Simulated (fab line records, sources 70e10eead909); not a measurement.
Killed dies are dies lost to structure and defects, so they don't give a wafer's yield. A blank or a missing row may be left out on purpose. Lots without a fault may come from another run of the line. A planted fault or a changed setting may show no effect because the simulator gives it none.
Chamber matching | flow nand_harc | NHARC_A_CONTACT_ETCH_88 on rie_diel-05: 4 sister chambers
The step etches the open film in CF4, target depth 39 nm, time 65 s. 4 wafers are shown with their chamber, then 8 later ones without.

WAFERS WITH THEIR CHAMBER
wafer  | chamber | showerhead_plenum_p_Torr (Torr)
L081.6 | 2       | 1.82
L089.4 | 0       | 1.75
L089.5 | 1       | 1.72
L093.1 | 3       | 1.68

WAFERS WITHOUT THEIR CHAMBER
wafer  | showerhead_plenum_p_Torr (Torr)
L093.2 | 1.75
L093.6 | 1.68
L090.1 | 1.68
L090.2 | 1.81
L090.6 | 1.81
L096.1 | 1.81
L096.4 | 1.81
L096.5 | 1.75

WHICH CHAMBER EACH WENT THROUGH
wafer  | from the rows above | in truth
L093.2 | 0                   | 0
L093.6 | 3                   | 3
L090.1 | 3                   | 3
L090.2 | 2                   | 2
L090.6 | 2                   | 2
L096.1 | 2                   | 2
L096.4 | 2                   | 2
L096.5 | 0                   | 0
Placed correctly: 8 of 8. Can't be placed from these rows: 0. Placed wrongly: 0.
How it was worked out, from the rows above alone: a wafer's distance from a chamber is the root of the sum, over the readings, of the square of ((its reading less the chamber's mean) divided by the reading's scatter). The wafer belongs to the nearest chamber; if the next one is less than 2 further off, it can't be placed. A chamber's mean is the mean of its shown wafers. The scatter: with one shown wafer a chamber, the root of the mean of the squares of how far each hidden wafer lies from its nearest shown one.
